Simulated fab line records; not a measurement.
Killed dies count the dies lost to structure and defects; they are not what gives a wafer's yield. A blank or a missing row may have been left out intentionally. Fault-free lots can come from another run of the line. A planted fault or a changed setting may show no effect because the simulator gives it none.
Split-lot experiment | flow n5-finfet | 21 wafers read across 7 lots, on a route 1938 steps long

## ABOUT THE SPLIT
At N5_FIN_SAQP_DESCUM_21 (chemistry O2, time 7.9 s), the setting time-s was moved away from the recipe's 7.9 s on 12 of the 21 wafers read, by -15.6% to -6.4%. This setting was run at the recipe's value on the other wafers.

Split to reading: the file shows no intervening step.

## THE READING
CAR-ArF_of_FIN_SAQP_COAT_10.thk-nm (the simulator's own value, which no gauge read), in nm, at N5_FIN_SAQP_ETCH_51 (etches SiARC in CF4, target depth 45.5 nm, time 75.8 s). There is no usual value for it anywhere in the file. Across the 9 wafers here that went through the recipe, the average is 50.71 nm and the standard deviation 0.16 nm.

wafer  | tool, chamber at the split | time-s as run, s | against the recipe | CAR-ArF_of_FIN_SAQP_COAT_10.thk-nm, nm | against lot-mates on the recipe
L078.2 | rie-diel-05, 0             | 7.9              | recipe             | 50.64                                  | -
L078.4 | rie-diel-05, 1             | 7.9              | recipe             | 50.43                                  | -
L078.6 | rie-diel-05, 1             | 7.9              | recipe             | 50.57                                  | -
L081.2 | rie-diel-02, 2             | 7.9              | recipe             | 50.75                                  | -
L081.3 | rie-diel-02, 0             | 6.926            | -12.3%             | 51.47                                  | +0.72
L081.4 | rie-diel-02, 0             | 6.926            | -12.3%             | 51.75                                  | +1.00
L083.2 | rie-diel-05, 3             | 6.854            | -13.2%             | 51.42                                  | +0.56
L083.4 | rie-diel-05, 2             | 6.854            | -13.2%             | 51.25                                  | +0.39
L083.5 | rie-diel-05, 0             | 7.9              | recipe             | 50.86                                  | -
L085.1 | rie-diel-04, 3             | 6.67             | -15.6%             | 51.76                                  | +0.74
L085.2 | rie-diel-04, 0             | 7.9              | recipe             | 51.02                                  | -
L085.3 | rie-diel-04, 2             | 6.67             | -15.6%             | 51.78                                  | +0.76
L089.1 | rie-diel-05, 3             | 7.9              | recipe             | 50.76                                  | -
L089.3 | rie-diel-05, 2             | 7.395            | -6.4%              | 51.35                                  | +0.59
L089.5 | rie-diel-05, 0             | 7.395            | -6.4%              | 51.26                                  | +0.50
L092.1 | rie-diel-05, 1             | 6.755            | -14.5%             | 51.56                                  | +0.94
L092.3 | rie-diel-05, 0             | 7.9              | recipe             | 50.62                                  | -
L092.6 | rie-diel-05, 1             | 6.755            | -14.5%             | 51.34                                  | +0.72
L095.3 | rie-diel-04, 1             | 7.9              | recipe             | 50.78                                  | -
L095.5 | rie-diel-04, 2             | 6.844            | -13.4%             | 51.3                                   | +0.52
L095.6 | rie-diel-04, 1             | 6.844            | -13.4%             | 51.42                                  | +0.64

FIT RESULTS
A straight line over all 21 wafers: CAR-ArF_of_FIN_SAQP_COAT_10.thk-nm changes by -0.0571 nm for each +1% of time-s; r = -0.91; the points scatter about the line by 0.18 nm.
The same after taking each lot's own level away (the mean of its wafers on the recipe; 21 wafers): -0.0498 nm for each +1%; r = -0.92; scatter 0.15 nm.
That fit puts the effect of the largest move of time-s on the reading at 0.78 nm.
The lots' own levels span 50.547 to 51.020 nm, that is 2.9 times the standard deviation above.
So the lot-to-lot level changes the slope: the two fits differ.
Check: +0.812 nm against its lot-mates is what the line predicts for one of the wafers moved furthest among these (-15.6%) when that wafer is left out of the fit. It came out at +0.74 nm against them.

## THE OTHER SPLITS THESE WAFERS WENT THROUGH
Before the reading, these wafers also passed through other splits. Each is held against what the fit with the lots' levels taken away leaves over:
other split on the same wafers                    | wafers away from the commonest value | r with CAR-ArF_of_FIN_SAQP_COAT_10.thk-nm (lot level and that fit taken away)
N5_PMOS_HMC_CHANNEL_EPI_PEB_07 peb-temp-c         | 10                                   | -0.23
N5_PMOS_HMC_CHANNEL_EPI_DEVELOP_08 develop-time-s | 8                                    | +0.35

## THE WHOLE CHAIN: every reading that the file lists as answering this split, in the file's order
step                  | what it does                                           | reading                                                                             | change (the file's fit)                | r (the file's)
N5_FIN_SAQP_DESCUM_21 | chemistry O2, time 7.9 s                               | CAR-ArF_of_FIN_SAQP_COAT_10.thk-nm (the simulator's own value, which no gauge read) | -0.0537 nm for each +1% of the setting | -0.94
N5_FIN_SAQP_ETCH_51   | etches SiARC in CF4, target depth 45.5 nm, time 75.8 s | CAR-ArF_of_FIN_SAQP_COAT_10.thk-nm (the simulator's own value, which no gauge read) | -0.0519 nm for each +1% of the setting | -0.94

## FILE'S OWN FIT
CAR-ArF_of_FIN_SAQP_COAT_10.thk-nm changes by -0.0519 nm for each +1% of time-s, r = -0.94.
